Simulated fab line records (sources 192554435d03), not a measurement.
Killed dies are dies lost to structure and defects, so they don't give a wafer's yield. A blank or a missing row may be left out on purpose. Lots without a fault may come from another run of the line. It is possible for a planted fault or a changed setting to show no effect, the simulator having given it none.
Tool commonality check	flow n5Finfet	Sample size 10 lots and 30 wafers

== WHY IT WAS OPENED ==
At N5_BEOL_M4_RC_MEAS_101 the reading CJ_P is flagged on 2 of 10 lots. Wafers without a fault read 5.76, standard deviation 0.14.
Rule: flag the lot when none of its wafers has a number, or when each of its wafers that has one lies beyond 4 standard deviations from that mean. As for the other lots, they are considered sound.

lot	measured	on	CJ_P, wafer by wafer	flag
L309	day 9 08:17	prober-02	5.55 5.76 5.77	
L312	day 9 16:22	prober-02	5.69 5.80 5.89	
L313	day 9 23:01	prober-01	5.82 5.83 5.92	
L314	day 10 08:52	prober-01	5.73 5.84 5.75	
L316	day 10 18:48	prober-02	5.82 5.85 5.77	
L315	day 10 19:06	prober-01	5.56 5.91 5.67	
L317	day 11 14:23	prober-02	5.69 5.60 5.73	
L320	day 11 22:40	prober-02	7.17 7.09 7.24	FLAGGED
L326	day 13 19:29	prober-01	7.06 6.92 6.83	FLAGGED
L330	day 14 08:29	prober-01	5.82 5.85 5.66	
The numbers of the flagged lots are 7.05 on average: +1.29 against the usual, or +9 standard deviations.

== EACH LOT AND THE TOOL IT RAN ON ==
Before the reading, the record contains 2 process steps out of a 1938-step route. In each cell: the tool, then ch and the chambers that the sampled wafers went through, then the start.
lot	flag	N5_ZERO_LAYER_ETCH_17	N5_WELL_APT_IMPLANT_15
L309		rieDiel-05 ch 1,2,3, day 2 00:43	implanter-02 ch 0, day 2 01:56
L312		rieDiel-02 ch 0,2,3, day 2 19:05	implanter-01 ch 0, day 2 20:38
L313		rieDiel-05 ch 0,1, day 3 00:50	implanter-01 ch 0, day 3 02:18
L314		rieDiel-05 ch 0,1,2, day 3 06:50	implanter-02 ch 0, day 3 08:10
L316		rieDiel-05 ch 1,3, day 3 18:43	implanter-01 ch 0, day 3 20:32
L315		rieDiel-05 ch 1,3, day 3 12:43	implanter-02 ch 0, day 3 14:04
L317		rieDiel-02 ch 0,2, day 4 00:50	implanter-01 ch 0, day 4 02:40
L320	FLAGGED	rieDiel-02 ch 0,1,2, day 4 18:52	implanter-02 ch 0, day 4 20:20
L326	FLAGGED	rieDiel-06 ch 0,1, day 6 06:43	implanter-02 ch 0, day 6 08:03
L330		rieDiel-02 ch 2,3, day 7 06:50	implanter-01 ch 0, day 7 08:15
What is done by these steps:
- N5_ZERO_LAYER_ETCH_17: etches SiO2 in CF4, target depth 12 nm, time 13.3 s.
- N5_WELL_APT_IMPLANT_15
- N5_BEOL_M4_RC_MEAS_101

== FLAGGED OVER TOTAL, TOOL BY TOOL (the gauges that took the reading come last) ==
step	tool	lots run	flagged	share of the flagged lots	sound lots run after its first flagged lot
N5_ZERO_LAYER_ETCH_17	rieDiel-02	4	1	some	1 (L330)
N5_ZERO_LAYER_ETCH_17	rieDiel-05	5	0	none	-
N5_ZERO_LAYER_ETCH_17	rieDiel-06	1	1	some	0
N5_WELL_APT_IMPLANT_15	implanter-01	5	0	none	-
N5_WELL_APT_IMPLANT_15	implanter-02	5	2	all	0
N5_BEOL_M4_RC_MEAS_101	prober-01	5	1	some	1 (L330)
N5_BEOL_M4_RC_MEAS_101	prober-02	5	1	some	0

== WHAT THE TABLE PERMITS ==
Rows of the table that ran each flagged lot: 1, that is implanter-02 at N5_WELL_APT_IMPLANT_15.
- implanter-02 at N5_WELL_APT_IMPLANT_15 ran 5 lots, 2 of them flagged. Last sound lot L315 at day 3 14:04, first flagged lot L320 at day 4 20:20; a fault beginning in between fits. Its own readings lie more than 4 standard deviations out on every wafer of the flagged lots: doseIonsCm2, faradayCurrentUA.
What remains is a single tool, implanter-02 at N5_WELL_APT_IMPLANT_15.

== WHAT THE SIMULATOR PUT IN ==
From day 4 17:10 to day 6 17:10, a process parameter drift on implanter-02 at N5_WELL_APT_IMPLANT_15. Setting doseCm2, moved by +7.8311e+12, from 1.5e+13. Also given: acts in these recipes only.
Struck lots among those shown: L320, L326. This agrees with what the rule above found.
